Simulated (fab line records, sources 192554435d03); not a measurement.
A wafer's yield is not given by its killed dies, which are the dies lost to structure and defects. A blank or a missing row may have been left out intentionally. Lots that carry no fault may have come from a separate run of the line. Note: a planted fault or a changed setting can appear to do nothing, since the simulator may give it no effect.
Comparing a struck lot with a sound one / flow n5 finfet / 14 out of 1938 route steps
Sound: the wafers L380.4, L380.5, L380.6. Struck: wafers L390.3, L390.4. (L390.5 of the same lot was not struck and is left out.) The cause comes at the end.
Order at every step that has rows: each side's tool, ch and its chambers, its first start. Under that, the readings that differ: sound wafers / struck wafers / difference of the means / sigmas: that difference in standard deviations of wafers without a fault.
alike: same words and numbers on both sides, and readings whose means sit less than 2 such deviations apart. not compared: any withheld reading, any reading some wafer has no value for, any bound like >300 that may hide the same value, and any number with overlapping values for which the record gives no deviation.
A row with sigmas, a row that says differs or no value, or rows on one side alone: a step with any of these is where the two part. When numbers do not overlap yet have no deviation, they are printed without sigmas and do not part them. A reading that every wafer of one side lacks parts them only if that side has two wafers or more.

first, 7 steps without rows for these wafers: N5_BEOL_M11_COAT_64 (time 60 s, resist thk 30 nm); N5_BEOL_M11_COAT_22 (resist thk 90 nm); N5_BEOL_M11_EBR_24; N5_BEOL_M11_SOFTBAKE_23 (time 60 s); N5_BEOL_M11_EXPOSE_25 (exposes mask V10); N5_BEOL_M11_PEB_26 (peb time 60 s); N5_BEOL_M11_DEVELOP_27 (develop time 30 s).
N5_BEOL_M11_CD_MEAS_28 targets a cd of 70 nm.
  sound on cd sem-03 ch 0, day 13 04:44; struck on cd sem-02 ch 0, day 15 14:49
reading=cd nm (nm); sound=70.9 70.6 70.5; struck=68.7 68.9; difference=-1.9; sigmas=-2
N5_BEOL_M11_OVL_MEAS_29:
  sound on overlay-01 ch 0, day 13 04:46; struck on overlay-02 ch 0, day 15 14:51
  alike: V10_OVL
N5_BEOL_M11_INSPECT_30: inspects for defects (brightfield).
  struck on defect inspect-01, day 15 14:53; sound on defect inspect-02, day 13 04:47
  alike: raw defect count
N5_BEOL_M11_DESCUM_33: chemistry O2, time 7.9 s.
  sound on rie diel-01 ch 0,1, day 13 05:05; struck on rie diel-03 ch 3, day 15 14:55
  alike: chamber pressure mTorr, drypump motor current A, oes product au, rf vpp V, showerhead plenum p Torr, throttle valve pct
  not compared: rf hours counter h
N5_BEOL_M11_ETCH_65: etches SiARC in CF4, target depth 39 nm, time 65 s.
  sound on rie diel-01 ch 0,1, day 13 05:08; struck on rie diel-03 ch 3, day 15 14:56
  alike: chamber pressure mTorr, drypump motor current A, etch rf on time s, oes product au, rf vpp V, showerhead plenum p Torr, throttle valve pct
  not compared: rf hours counter h
N5_BEOL_M11_ETCH_66: etches SOC in N2/H2, target depth 120 nm, overetch 24 nm, time 180 s.
  sound on rie diel-01 ch 0,1, day 13 05:11; struck on rie diel-03 ch 3, day 15 14:59
reading=run length s (s); sound=202.6 203.6 203.0; struck=317.3 316.8; difference=+114.0; sigmas=+99 or more
reading=model.SiARC_of_BEOL_M11_COAT_64.thk nm (nm); sound=22.8 22.8 22.6; struck=18.4 18.2; difference=-4.4; sigmas=
  alike: chamber pressure mTorr, drypump motor current A, oes product au, rf vpp V, showerhead plenum p Torr, throttle valve pct
  not compared: rf hours counter h
then, 1 step without rows for these wafers: N5_BEOL_M11_STRIP_69 (strips in N2/H2).

## WHERE THEY PART
Earliest at N5_BEOL_M11_CD_MEAS_28; latest, in this record, at N5_BEOL_M11_ETCH_66.

WHY: what the simulator had put in
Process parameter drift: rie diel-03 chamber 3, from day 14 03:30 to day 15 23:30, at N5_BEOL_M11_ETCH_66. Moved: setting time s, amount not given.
